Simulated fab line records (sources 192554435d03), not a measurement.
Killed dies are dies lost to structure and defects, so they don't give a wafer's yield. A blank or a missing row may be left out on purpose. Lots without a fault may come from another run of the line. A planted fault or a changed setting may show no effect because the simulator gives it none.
fab line records -- flow n5Finfet
[record] lots = 7, wafers = 21
route steps=1938 shown BEOL_M1@758 BEOL_M2@851 BEOL_M3@938
startH: start of the lot's first displayed wafer, in hours after the record's first day -- waitH: hours elapsed since this lot's preceding step -- " as in the row above -- L1.1+2: a single row standing in for several wafers -- - no value, or no start given -- * or withheld: withheld -- < > ~ a bound
route shown NAME@n: a module of which the file shows steps, and the number in the route of the first -- usual: mean and standard deviation over wafers with no fault -- same: alike in all rows -- chamber/n: place in a boat -- sites: each site's reading -- _std_site: standard deviation across them -- _edge_site: inner sites' mean taken away from outer sites' mean -- radiusMm: how far each site lies from the wafer's centre -- mask NAME#n: copy n -- behind: the tool/chamber that last shaped the wafer -- hold: reason for holding the lot/hours on hold/outcome of the hold -- device: which transistor (n, p or np) failed to switch -- end of line: the same wafers' tests at the end of the route -- for a step that has no rows: nothing shown but its recipe -- killed: not the wafer's yield, but the dies lost to structure and defects at the first sort -- map: shows each die of a wafer: x if killed, . if not, _ if none is there
set.NAME: the setting as run; set.NAME@STEP: as run at that earlier step -- model.NAME: the simulator's own value behind a step, which no gauge read
one table per step and one row per wafer, for lots whose settings were changed on purpose
[[steps]]
[step N5_BEOL_M1_COAT_05]
[recipe] resist = CAR-EUV, spinRpm = 1500, resistThkNm = 30
lot.wafer,tool,chamber,startH,waitH,set.spinRpm,model.CAR-EUV_of_BEOL_M1_COAT_05.thkNm
L078.1+5,lithoTrack-05,0,-,-,1500,30
L078.6,lithoTrack-05,0,-,-,1334,31.8
L079.1,lithoTrack-05,0,-,-,1605,28.8
L079.3,lithoTrack-05,0,-,-,1500,30
L079.5,lithoTrack-05,0,-,-,1605,29
L085.1+6,lithoTrack-05,0,-,-,1500,30
L085.5,lithoTrack-05,0,-,-,1571,29.2
L087.1,lithoTrack-03,0,-,-,1500,30
L087.5+6,lithoTrack-03,0,-,-,1430,30.6
L090.2,lithoTrack-04,0,-,-,1378,31.2
L090.4+5,lithoTrack-04,0,-,-,1500,30
L092.2+5+6,lithoTrack-04,0,-,-,1500,30
L096.1,lithoTrack-05,0,-,-,1429,30.6
L096.3+4,lithoTrack-05,0,-,-,1500,30
[step N5_BEOL_M1_EBR_07]
[recipe] solvent = PGMEA, ebrWidthMm = 1.5
[step N5_BEOL_M1_SOFTBAKE_06]
[recipe] tempC = 110, timeS = 60, resist = CAR-EUV
[step N5_BEOL_M1_EXPOSE_08]
[recipe] maskId = M1, na = 0.33, sourceShape = dipole, sigmaInner = 0.369, sigmaOuter = 0.767, polarization = unpolarized, doseMj = 33
[step N5_BEOL_M1_PEB_09]
[recipe] pebTempC = 100, pebTimeS = 60, resist = CAR-EUV
[step N5_BEOL_M1_DEVELOP_10]
[recipe] developTimeS = 30, developer = TMAH, resist = CAR-EUV, rinseLiquid = surfactantRinse, dry = airSpin, devTempC = 23
lot.wafer,tool,chamber,startH,waitH,set.spinRpm@BEOL_M1_COAT_05,model.CAR-EUV_of_BEOL_M1_COAT_05.thkNm
L078.1+5,lithoTrack-04,0,-,-,1500,29.4
L078.6,lithoTrack-04,0,-,-,1334,31.4
L079.1+5,lithoTrack-03,0,-,-,1605,28.4
L079.3,lithoTrack-03,0,-,-,1500,29.4
L085.1,lithoTrack-05,0,-,-,1500,29.4
L085.5,lithoTrack-05,0,-,-,1571,28.8
L085.6,lithoTrack-05,0,-,-,1500,29.6
L087.1,lithoTrack-05,0,-,-,1500,29.6
L087.5+6,lithoTrack-05,0,-,-,1430,30.2
L090.2,lithoTrack-04,0,-,-,1378,30.8
L090.4,lithoTrack-04,0,-,-,1500,29.6
L090.5,lithoTrack-04,0,-,-,1500,29.4
L092.2+5+6,lithoTrack-03,0,-,-,1500,29.6
L096.1,lithoTrack-04,0,-,-,1429,30.2
L096.3+4,lithoTrack-04,0,-,-,1500,29.4
[step N5_BEOL_M1_DESCUM_16]
[recipe] chemistry = O2, timeS = 7, sourcePowerW = 50, biasPowerW = 20, pressureMtorr = 20, rfFrequencyHz = 2.712e+07, tempC = 40, resist = CAR-EUV, o2FlowSccm = 225
[step N5_BEOL_M1_ETCH_74]
[recipe] chemistry = N2/H2, target = underlayer, targetDepthA = 65, maskMaterial = CAR-EUV, timeS = 5.2, ionEnergyEv = 200, pressureMtorr = 30, sourceW = 840, biasW = 150, n2FlowSccm = 200, h2FlowSccm = 200, ends = cleared
lot.wafer,tool,chamber,startH,waitH,set.spinRpm@BEOL_M1_COAT_05,model.CAR-EUV_of_BEOL_M1_COAT_05.thkNm
L078.1+5,rieDiel-06,"2,0",155.52,0.0,1500,20.2
L078.6,rieDiel-06,3,155.52,0.0,1334,22.2
L079.1+5,rieDiel-06,"3,0",160.61,0.0,1605,19.2
L079.3,rieDiel-06,2,160.61,0.0,1500,20.2
L085.1+6,rieDiel-05,"1,3",187.85,0.0,1500,20.4
L085.5,rieDiel-05,2,187.85,0.0,1571,19.6
L087.1,rieDiel-05,3,201.32,0.0,1500,20.4
L087.5+6,rieDiel-05,"1,3",201.32,0.0,1430,21
L090.2,rieDiel-06,1,214.22,0.0,1378,21.6
L090.4,rieDiel-06,3,214.22,0.0,1500,20.4
L090.5,rieDiel-06,0,214.22,0.0,1500,20.2
L092.2+5,rieDiel-03,0,229.72,0.0,1500,20.4
L092.6,rieDiel-03,2,229.72,0.0,1500,20.2
L096.1,rieDiel-06,1,256.28,0.0,1429,21
L096.3+4,rieDiel-06,"0,3",256.28,0.0,1500,20.2
[step N5_BEOL_M1_ETCH_63]
[recipe] chemistry = CF4, target = SiARC, targetDepthA = 156, maskMaterial = CAR-EUV, timeS = 26, ionEnergyEv = 80, pressureMtorr = 40, sourceW = 545, biasW = 36, Ar_flow_sccm = 100, cf4FlowSccm = 100, ends = cleared
[step N5_BEOL_M1_ETCH_64]
[recipe] chemistry = N2/H2, target = SOC, targetDepthA = 750, overetchA = 150, maskMaterial = SiARC, tempC = 40, timeS = 112.5, ionEnergyEv = 200, pressureMtorr = 30, sourceW = 840, biasW = 150, n2FlowSccm = 200, h2FlowSccm = 200
lot.wafer,tool,chamber,startH,waitH,set.spinRpm@BEOL_M1_COAT_61,model.etch.depthNm
L078.1,rieDiel-06,2,155.57,0.0,1500,60.02
L078.5,rieDiel-06,0,155.57,0.0,1500,59.99
L078.6,rieDiel-06,3,155.57,0.0,1500,60.01
L079.1,rieDiel-06,3,160.65,0.0,1500,59.92
L079.3,rieDiel-06,2,160.65,0.0,1604,58.34
L079.5,rieDiel-06,0,160.65,0.0,1604,58.25
L085.1,rieDiel-05,1,187.89,0.0,1500,60.1
L085.5,rieDiel-05,2,187.89,0.0,1360,63.08
L085.6,rieDiel-05,3,187.89,0.0,1500,60.14
L087.1,rieDiel-05,3,201.36,0.0,1665,56.97
L087.5,rieDiel-05,1,201.36,0.0,1665,56.74
L087.6,rieDiel-05,3,201.36,0.0,1500,59.91
L090.2,rieDiel-06,1,214.26,0.0,1384,62.73
L090.4,rieDiel-06,3,214.26,0.0,1500,60.08
L090.5,rieDiel-06,0,214.26,0.0,1384,62.7
L092.2,rieDiel-03,0,229.77,0.0,1500,60.21
L092.5,rieDiel-03,0,229.77,0.0,1500,60.12
L092.6,rieDiel-03,2,229.77,0.0,1500,60.15
L096.1,rieDiel-06,1,256.33,0.0,1545,59.12
L096.3,rieDiel-06,0,256.33,0.0,1500,60
L096.4,rieDiel-06,3,256.33,0.0,1500,60.17
[step N5_BEOL_M1_STRIP_65]
[recipe] chemistry = N2/H2, tempC = 40, n2FlowSccm = 200, h2FlowSccm = 200, rfFrequencyHz = 6e+07
[step N5_BEOL_M1_STRIP_75]
[recipe] chemistry = N2/H2, tempC = 40, n2FlowSccm = 200, h2FlowSccm = 200, rfFrequencyHz = 6e+07
[step N5_BEOL_M1_STRIP_66]
[recipe] chemistry = CF4, resist = SiARC, powerW = 300, biasPowerW = 75, pressureMtorr = 50, cf4FlowSccm = 150, rfFrequencyHz = 6e+07
[step N5_BEOL_M1_HM_OPEN_17]
[recipe] chemistry = Cl2/BCl3, targetDepthA = 200, overetchA = 60, target = TiN, maskMaterial = SOC, ionEnergyEv = 150, pressureMtorr = 10, icpW = 1000, biasW = 126, Cl2_flow_sccm = 53.25, bcl3FlowSccm = 21.75, Ar_flow_sccm = 25
lot.wafer,tool,chamber,startH,waitH,set.spinRpm@BEOL_M1_COAT_61,model.SOC_of_BEOL_M1_COAT_61.thkNm
L078.1+6,rieMetal-03,0,155.74,0.0,1500,52.4
L078.5,rieMetal-03,1,155.74,0.0,1500,52
L079.1,rieMetal-01,1,160.82,0.0,1500,52
L079.3,rieMetal-01,1,160.82,0.0,1604,50.4
L079.5,rieMetal-01,0,160.82,0.0,1604,50
L085.1+6,rieMetal-03,"0,1",188.06,0.0,1500,52.2
L085.5,rieMetal-03,0,188.06,0.0,1360,55.2
L087.1,rieMetal-01,0,201.53,0.0,1665,48.8
L087.5,rieMetal-01,0,201.53,0.0,1665,48.6
L087.6,rieMetal-01,1,201.53,0.0,1500,52
L090.2,rieMetal-01,1,214.43,0.0,1384,54.8
L090.4,rieMetal-01,0,214.43,0.0,1500,51.8
L090.5,rieMetal-01,0,214.43,0.0,1384,54.6
L092.2+5,rieMetal-03,1,229.94,0.0,1500,52.2
L092.6,rieMetal-03,0,229.94,0.0,1500,52.4
L096.1,rieMetal-02,0,256.50,0.0,1545,51.2
L096.3,rieMetal-02,0,256.50,0.0,1500,52
L096.4,rieMetal-02,1,256.50,0.0,1500,52.2
[step N5_BEOL_M2_EXPOSE_08]
[recipe] maskId = M2, na = 0.33, sourceShape = dipole, sigmaInner = 0.369, sigmaOuter = 0.767, polarization = unpolarized, doseMj = 41.25
lot.wafer,tool,chamber,startH,waitH,mask,set.doseMj
L078.1+6,euvScanner-01,0,176.81,-,M2#0,39.76
L078.5,euvScanner-01,0,176.81,-,M2#0,41.25
L079.1+3,euvScanner-01,0,179.46,-,M2#0,39.79
L079.5,euvScanner-01,0,179.46,-,M2#0,41.25
L085.1+6,euvScanner-01,0,195.26,-,M2#0,42.95
L085.5,euvScanner-01,0,195.26,-,M2#0,41.25
L087.1+5,euvScanner-01,0,213.70,-,M2#0,38.41
L087.6,euvScanner-01,0,213.70,-,M2#0,41.25
L090.2+4,euvScanner-02,0,227.41,-,M2#0,40.38
L090.5,euvScanner-02,0,227.41,-,M2#0,41.25
L092.2+5+6,euvScanner-02,0,242.79,-,M2#0,41.25
L096.1+4,euvScanner-02,0,265.69,-,M2#0,44.06
L096.3,euvScanner-02,0,265.69,-,M2#0,41.25
[step N5_BEOL_M2_PEB_09]
[recipe] pebTempC = 100, pebTimeS = 60, resist = CAR-EUV
[step N5_BEOL_M2_DEVELOP_10]
[recipe] developTimeS = 30, developer = TMAH, resist = CAR-EUV, rinseLiquid = surfactantRinse, dry = airSpin, devTempC = 23
[step N5_BEOL_M2_CD_MEAS_11]
[recipe] targetCdNm = 16.79, landingEnergyEv = 500, detector = seInlens, polarity = opening
[usual] cdNm = 16.69/0.24
lot.wafer,tool,chamber,startH,waitH,set.doseMj@BEOL_M2_EXPOSE_08,cdNm
L078.1,cdSem-02,0,176.94,-,39.76,15.78
L078.5,cdSem-02,0,176.94,-,41.25,16.34
L078.6,cdSem-02,0,176.94,-,39.76,15.96
L079.1,cdSem-03,0,179.59,-,39.79,16.21
L079.3,cdSem-03,0,179.59,-,39.79,15.64
L079.5,cdSem-03,0,179.59,-,41.25,16.62
L085.1,cdSem-01,0,195.39,-,42.95,17.46
L085.5,cdSem-01,0,195.39,-,41.25,16.55
L085.6,cdSem-01,0,195.39,-,42.95,17.60
L087.1,cdSem-03,0,213.83,-,38.41,15.08
L087.5,cdSem-03,0,213.83,-,38.41,15.57
L087.6,cdSem-03,0,213.83,-,41.25,17.13
L090.2,cdSem-01,0,227.53,-,40.38,16.68
L090.4,cdSem-01,0,227.53,-,40.38,16.13
L090.5,cdSem-01,0,227.53,-,41.25,16.53
L092.2,cdSem-01,0,242.91,-,41.25,16.37
L092.5,cdSem-01,0,242.91,-,41.25,16.97
L092.6,cdSem-01,0,242.91,-,41.25,16.71
L096.1,cdSem-03,0,265.82,-,44.06,18.08
L096.3,cdSem-03,0,265.82,-,41.25,17.12
L096.4,cdSem-03,0,265.82,-,44.06,18.28
[step N5_BEOL_M2_DESCUM_16]
[recipe] chemistry = O2, timeS = 7, sourcePowerW = 50, biasPowerW = 20, pressureMtorr = 20, rfFrequencyHz = 2.712e+07, tempC = 40, resist = CAR-EUV, o2FlowSccm = 225
[step N5_BEOL_M2_ETCH_74]
[recipe] chemistry = N2/H2, target = underlayer, targetDepthA = 65, maskMaterial = CAR-EUV, timeS = 5.2, ionEnergyEv = 200, pressureMtorr = 30, sourceW = 840, biasW = 150, n2FlowSccm = 200, h2FlowSccm = 200, ends = cleared
lot.wafer,tool,chamber,startH,waitH,set.doseMj@BEOL_M2_EXPOSE_08,model.BEOL_M2.cdOffsetNm
L078.1,rieDiel-04,0,177.10,0.0,39.76,-0.8
L078.5,rieDiel-04,0,177.10,0.0,41.25,0
L078.6,rieDiel-04,1,177.10,0.0,39.76,-0.6
L079.1,rieDiel-01,2,180.28,0.0,39.79,-0.8
L079.3,rieDiel-01,1,180.28,0.0,39.79,-1.2
L079.5,rieDiel-01,3,180.28,0.0,41.25,-0.2
L085.1,rieDiel-02,0,195.55,0.0,42.95,0.8
L085.5,rieDiel-02,2,195.55,0.0,41.25,-0.4
L085.6,rieDiel-02,3,195.55,0.0,42.95,0.6
L087.1,rieDiel-02,2,213.99,0.0,38.41,-1.6
L087.5,rieDiel-02,3,213.99,0.0,38.41,-1.2
L087.6,rieDiel-02,2,213.99,0.0,41.25,0
L090.2,rieDiel-04,3,227.69,0.0,40.38,0
L090.4,rieDiel-04,1,227.69,0.0,40.38,-0.4
L090.5,rieDiel-04,3,227.69,0.0,41.25,0.2
L092.2+6,rieDiel-04,2,243.08,0.0,41.25,0
L092.5,rieDiel-04,3,243.08,0.0,41.25,0.2
L096.1,rieDiel-02,0,265.98,0.0,44.06,1.2
L096.3,rieDiel-02,1,265.98,0.0,41.25,-0.2
L096.4,rieDiel-02,3,265.98,0.0,44.06,1.6
[step N5_BEOL_M2_ETCH_63]
[recipe] chemistry = CF4, target = SiARC, targetDepthA = 156, maskMaterial = CAR-EUV, timeS = 26, ionEnergyEv = 80, pressureMtorr = 40, sourceW = 545, biasW = 36, Ar_flow_sccm = 100, cf4FlowSccm = 100, ends = cleared
lot.wafer,tool,chamber,startH,waitH,set.doseMj@BEOL_M2_EXPOSE_08,model.BEOL_M2.cdOffsetNm
L078.1,rieDiel-04,0,177.11,0.0,39.76,-0.8
L078.5,rieDiel-04,0,177.11,0.0,41.25,0
L078.6,rieDiel-04,1,177.11,0.0,39.76,-0.6
L079.1,rieDiel-01,2,180.30,0.0,39.79,-0.6
L079.3,rieDiel-01,1,180.30,0.0,39.79,-1.2
L079.5,rieDiel-01,3,180.30,0.0,41.25,-0.2
L085.1,rieDiel-02,0,195.57,0.0,42.95,1
L085.5,rieDiel-02,2,195.57,0.0,41.25,-0.2
L085.6,rieDiel-02,3,195.57,0.0,42.95,0.8
L087.1,rieDiel-02,2,214.00,0.0,38.41,-1.4
L087.5,rieDiel-02,3,214.00,0.0,38.41,-1.2
L087.6,rieDiel-02,2,214.00,0.0,41.25,0.2
L090.2,rieDiel-04,3,227.71,0.0,40.38,0
L090.4,rieDiel-04,1,227.71,0.0,40.38,-0.2
L090.5,rieDiel-04,3,227.71,0.0,41.25,0.4
L092.2,rieDiel-04,2,243.10,0.0,41.25,0.2
L092.5,rieDiel-04,3,243.10,0.0,41.25,0.4
L092.6,rieDiel-04,2,243.10,0.0,41.25,0
L096.1,rieDiel-02,0,266.00,0.0,44.06,1.2
L096.3,rieDiel-02,1,266.00,0.0,41.25,-0.2
L096.4,rieDiel-02,3,266.00,0.0,44.06,1.6
[step N5_BEOL_M2_ETCH_64]
[recipe] chemistry = N2/H2, target = SOC, targetDepthA = 750, overetchA = 225, maskMaterial = SiARC, tempC = 40, timeS = 121.9, ionEnergyEv = 200, pressureMtorr = 30, sourceW = 840, biasW = 150, n2FlowSccm = 200, h2FlowSccm = 200
lot.wafer,tool,chamber,startH,waitH,set.doseMj@BEOL_M2_EXPOSE_08,model.BEOL_M2.cdOffsetNm
L078.1,rieDiel-04,0,177.14,0.0,39.76,-1
L078.5,rieDiel-04,0,177.14,0.0,41.25,0
L078.6,rieDiel-04,1,177.14,0.0,39.76,-0.6
L079.1,rieDiel-01,2,180.33,0.0,39.79,-0.8
L079.3,rieDiel-01,1,180.33,0.0,39.79,-1.4
L079.5,rieDiel-01,3,180.33,0.0,41.25,-0.2
L085.1,rieDiel-02,0,195.59,0.0,42.95,1.2
L085.5,rieDiel-02,2,195.59,0.0,41.25,-0.2
L085.6,rieDiel-02,3,195.59,0.0,42.95,0.8
L087.1+5,rieDiel-02,"2,3",214.03,0.0,38.41,-1.2
L087.6,rieDiel-02,2,214.03,0.0,41.25,0.4
L090.2,rieDiel-04,3,227.74,0.0,40.38,0
L090.4,rieDiel-04,1,227.74,0.0,40.38,-0.4
L090.5,rieDiel-04,3,227.74,0.0,41.25,0.4
L092.2+5,rieDiel-04,"2,3",243.12,0.0,41.25,0.4
L092.6,rieDiel-04,2,243.12,0.0,41.25,0
L096.1,rieDiel-02,0,266.02,0.0,44.06,1.2
L096.3,rieDiel-02,1,266.02,0.0,41.25,0
L096.4,rieDiel-02,3,266.02,0.0,44.06,2
[step N5_BEOL_M2_STRIP_65]
[recipe] chemistry = N2/H2, tempC = 40, n2FlowSccm = 200, h2FlowSccm = 200, rfFrequencyHz = 6e+07
[step N5_BEOL_M2_STRIP_75]
[recipe] chemistry = N2/H2, tempC = 40, n2FlowSccm = 200, h2FlowSccm = 200, rfFrequencyHz = 6e+07
[step N5_BEOL_M2_HM_OPEN_17]
[recipe] chemistry = Cl2/BCl3, targetDepthA = 200, overetchA = 60, target = TiN, maskMaterial = SOC, ionEnergyEv = 150, pressureMtorr = 10, icpW = 1000, biasW = 126, Cl2_flow_sccm = 53.25, bcl3FlowSccm = 21.75, Ar_flow_sccm = 25
[step N5_BEOL_M2_STRIP_19]
[recipe] chemistry = O2, powerW = 400, tempC = 40, pressureMtorr = 30, rfFrequencyHz = 6e+07, biasPowerW = 0, overashFraction = 0.2, o2FlowSccm = 225
[step N5_BEOL_M2_CD_MEAS_18]
[recipe] pitchNm = 36, targetCdNm = 18
[usual] cdNm = 18.0/0.4
lot.wafer,tool,chamber,startH,waitH,set.doseMj@BEOL_M2_EXPOSE_08,cdNm
L078.1,cdSem-03,-,177.50,0.0,39.76,17.0
L078.5,cdSem-03,-,177.50,0.0,41.25,17.8
L078.6,cdSem-03,-,177.50,0.0,39.76,17.1
L079.1,cdSem-01,-,180.74,0.0,39.79,17.0
L079.3,cdSem-01,-,180.74,0.0,39.79,16.6
L079.5,cdSem-01,-,180.74,0.0,41.25,17.5
L085.1,cdSem-01,-,195.95,0.0,42.95,19.5
L085.5,cdSem-01,-,195.95,0.0,41.25,17.9
L085.6,cdSem-01,-,195.95,0.0,42.95,19.0
L087.1,cdSem-02,-,214.52,0.0,38.41,16.9
L087.5,cdSem-02,-,214.52,0.0,38.41,16.9
L087.6,cdSem-02,-,214.52,0.0,41.25,18.4
L090.2,cdSem-02,-,228.33,0.1,40.38,17.5
L090.4,cdSem-02,-,228.33,0.1,40.38,17.6
L090.5,cdSem-02,-,228.33,0.1,41.25,18.6
L092.2,cdSem-03,-,243.50,0.1,41.25,18.1
L092.5,cdSem-03,-,243.50,0.1,41.25,18.5
L092.6,cdSem-03,-,243.50,0.1,41.25,17.8
L096.1,cdSem-03,-,266.38,0.0,44.06,19.5
L096.3,cdSem-03,-,266.38,0.0,41.25,18.1
L096.4,cdSem-03,-,266.38,0.0,44.06,20.1
[step N5_BEOL_M2_COAT_67]
[recipe] resist = SOC, tempC = 250, timeS = 60, spinRpm = 1500, resistThkNm = 60
[step N5_BEOL_M2_COAT_68]
[recipe] resist = SiARC, tempC = 220, timeS = 60, spinRpm = 1500, resistThkNm = 12
[step N5_BEOL_M2_PRECLEAN_42]
[recipe] chemistry = residueRemover, timeS = 60, tempC = 40
[step N5_BEOL_M2_SRD_43]
[recipe] timeS = 30, tempC = 23, rinseLiquid = diw, dry = ipaMarangoni
[step N5_BEOL_M2_CD_MEAS_35]
[recipe] targetCdNm = 18, targetCdYNm = 22.2, polarity = opening
[usual] cdNm = 18.0/0.37
lot.wafer,tool,chamber,startH,waitH,set.doseMj@BEOL_M2_EXPOSE_08,cdNm
L078.1,cdSem-03,-,182.10,0.0,39.76,17.0
L078.5,cdSem-03,-,182.10,0.0,41.25,17.6
L078.6,cdSem-03,-,182.10,0.0,39.76,17.1
L079.1,cdSem-01,-,183.35,0.0,39.79,17.5
L079.3,cdSem-01,-,183.35,0.0,39.79,16.7
L079.5,cdSem-01,-,183.35,0.0,41.25,17.8
L085.1,cdSem-01,-,197.92,0.0,42.95,19.1
L085.5,cdSem-01,-,197.92,0.0,41.25,17.7
L085.6,cdSem-01,-,197.92,0.0,42.95,18.6
L087.1,cdSem-01,-,216.98,0.0,38.41,17.1
L087.5,cdSem-01,-,216.98,0.0,38.41,16.7
L087.6,cdSem-01,-,216.98,0.0,41.25,18.6
L090.2,cdSem-03,-,242.70,0.0,40.38,18.0
L090.4,cdSem-03,-,242.70,0.0,40.38,17.5
L090.5,cdSem-03,-,242.70,0.0,41.25,18.3
L092.2,cdSem-01,-,246.99,0.0,41.25,18.1
L092.5,cdSem-01,-,246.99,0.0,41.25,18.3
L092.6,cdSem-01,-,246.99,0.0,41.25,17.9
L096.1,cdSem-02,-,272.99,0.0,44.06,19.7
L096.3,cdSem-02,-,272.99,0.0,41.25,18.5
L096.4,cdSem-02,-,272.99,0.0,44.06,19.9
[step N5_BEOL_M3_COAT_05]
[recipe] resist = CAR-EUV, spinRpm = 1500, resistThkNm = 30
lot.wafer,tool,chamber,startH,waitH,set.spinRpm,model.CAR-EUV_of_BEOL_M3_COAT_05.thkNm
L078.1+5,lithoTrack-04,0,-,-,1500,30
L078.6,lithoTrack-04,0,-,-,1422,31
L079.1+3,lithoTrack-01,0,-,-,1500,30.2
L079.5,lithoTrack-01,0,-,-,1500,30
L085.1,lithoTrack-01,0,-,-,1644,28.8
L085.5,lithoTrack-01,0,-,-,1500,30
L085.6,lithoTrack-01,0,-,-,1500,30.2
L087.1,lithoTrack-04,0,-,-,1500,30
L087.5,lithoTrack-04,0,-,-,1333,32
L087.6,lithoTrack-04,0,-,-,1333,31.8
L090.2+5,lithoTrack-04,0,-,-,1595,29.2
L090.4,lithoTrack-04,0,-,-,1500,30.2
L092.2+5,lithoTrack-04,0,-,-,1500,29.8
L092.6,lithoTrack-04,0,-,-,1500,30
L096.1+3,lithoTrack-01,0,-,-,1592,29.2
L096.4,lithoTrack-01,0,-,-,1500,30.2
[step N5_BEOL_M3_EBR_07]
[recipe] solvent = PGMEA, ebrWidthMm = 1.5
[step N5_BEOL_M3_SOFTBAKE_06]
[recipe] tempC = 110, timeS = 60, resist = CAR-EUV
[step N5_BEOL_M3_DESCUM_16]
[recipe] chemistry = O2, timeS = 7, sourcePowerW = 50, biasPowerW = 20, pressureMtorr = 20, rfFrequencyHz = 2.712e+07, tempC = 40, resist = CAR-EUV, o2FlowSccm = 225
lot.wafer,tool,chamber,startH,waitH,set.spinRpm@BEOL_M3_COAT_05,model.CAR-EUV_of_BEOL_M3_COAT_05.thkNm
L078.1+5,rieDiel-03,"2,0",188.07,0.4,1500,26
L078.6,rieDiel-03,1,188.07,0.4,1422,27
L079.1+3+5,rieDiel-05,"2,1,1",190.43,0.0,1500,26.2
L085.1,rieDiel-05,3,203.23,0.0,1644,24.8
L085.5,rieDiel-05,2,203.23,0.0,1500,26
L085.6,rieDiel-05,3,203.23,0.0,1500,26.2
L087.1,rieDiel-05,3,228.80,0.9,1500,26.2
L087.5,rieDiel-05,1,228.80,0.9,1333,28
L087.6,rieDiel-05,2,228.80,0.9,1333,27.8
L090.2+5,rieDiel-06,"1,0",249.69,0.1,1595,25.2
L090.4,rieDiel-06,0,249.69,0.1,1500,26.2
L092.2+6,rieDiel-05,"1,3",253.59,0.0,1500,26
L092.5,rieDiel-05,2,253.59,0.0,1500,25.8
L096.1+3,rieDiel-06,"2,0",278.68,0.0,1592,25.2
L096.4,rieDiel-06,1,278.68,0.0,1500,26.2
[step N5_BEOL_M3_ETCH_64]
[recipe] chemistry = N2/H2, target = SOC, targetDepthA = 750, overetchA = 150, maskMaterial = SiARC, tempC = 40, timeS = 112.5, ionEnergyEv = 200, pressureMtorr = 30, sourceW = 840, biasW = 150, n2FlowSccm = 200, h2FlowSccm = 200
lot.wafer,tool,chamber,startH,waitH,set.timeS,model.SiARC_of_BEOL_M3_COAT_62.thkNm
L078.1,rieDiel-03,2,188.15,0.0,101.9,7.4
L078.5,rieDiel-03,0,188.15,0.0,112.5,7
L078.6,rieDiel-03,1,188.15,0.0,112.5,6.8
L079.1,rieDiel-05,2,190.51,0.0,95.7,7.4
L079.3,rieDiel-05,1,190.51,0.0,112.5,6.8
L079.5,rieDiel-05,1,190.51,0.0,95.7,7.6
L085.1+6,rieDiel-05,3,203.31,0.0,112.5,6.8
L085.5,rieDiel-05,2,203.31,0.0,112.5,6.6
L087.1+5,rieDiel-05,"3,1",228.88,0.0,112.5,6.8
L087.6,rieDiel-05,2,228.88,0.0,112.5,6.6
L090.2,rieDiel-06,1,249.77,0.0,112.5,6.8
L090.4+5,rieDiel-06,0,249.77,0.0,112.5,6.6
L092.2+5,rieDiel-05,"1,2",253.67,0.0,112.5,6.6
L092.6,rieDiel-05,3,253.67,0.0,112.5,6.8
L096.1+4,rieDiel-06,"2,1",278.76,0.0,112.5,6.8
L096.3,rieDiel-06,0,278.76,0.0,112.5,6.6
[[key]]
[split] step = N5_BEOL_M1_COAT_05, setting = spinRpm, stated = 1500, by = wafer
[response] step = N5_BEOL_M1_COAT_05, reading = model.CAR-EUV_of_BEOL_M1_COAT_05.thkNm, change = -0.154, per = 1%, r = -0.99
[response] step = N5_BEOL_M1_DEVELOP_10, reading = model.CAR-EUV_of_BEOL_M1_COAT_05.thkNm, change = -0.163, per = 1%, r = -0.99
[response] step = N5_BEOL_M1_ETCH_74, reading = model.CAR-EUV_of_BEOL_M1_COAT_05.thkNm, change = -0.165, per = 1%, r = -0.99
[split] step = N5_BEOL_M2_EXPOSE_08, setting = doseMj, stated = 41.25, by = wafer
[response] step = N5_BEOL_M2_CD_MEAS_11, reading = cdNm, change = +0.199, per = 1%, r = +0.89
[response] step = N5_BEOL_M2_ETCH_74, reading = model.BEOL_M2.cdOffsetNm, change = +0.222, per = 1%, r = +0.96
[response] step = N5_BEOL_M2_ETCH_63, reading = model.BEOL_M2.cdOffsetNm, change = +0.226, per = 1%, r = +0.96
[response] step = N5_BEOL_M2_ETCH_64, reading = model.BEOL_M2.cdOffsetNm, change = +0.243, per = 1%, r = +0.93
[response] step = N5_BEOL_M2_CD_MEAS_18, reading = cdNm, change = +0.244, per = 1%, r = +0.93
[response] step = N5_BEOL_M2_CD_MEAS_35, reading = cdNm, change = +0.217, per = 1%, r = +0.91
[split] step = N5_BEOL_M3_COAT_05, setting = spinRpm, stated = 1500, by = wafer
[response] step = N5_BEOL_M3_COAT_05, reading = model.CAR-EUV_of_BEOL_M3_COAT_05.thkNm, change = -0.16, per = 1%, r = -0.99
[response] step = N5_BEOL_M3_DESCUM_16, reading = model.CAR-EUV_of_BEOL_M3_COAT_05.thkNm, change = -0.153, per = 1%, r = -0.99
[split] step = N5_BEOL_M3_ETCH_64, setting = timeS, stated = 112.5, by = wafer
[response] step = N5_BEOL_M3_ETCH_64, reading = model.SiARC_of_BEOL_M3_COAT_62.thkNm, change = -0.0486, per = 1%, r = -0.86
split outsideThisFile step=N5_BEOL_M1_COAT_61 setting=spinRpm
// split outsideThisFile: this setting was split too, and the file shows its column; the key of that split is in another file
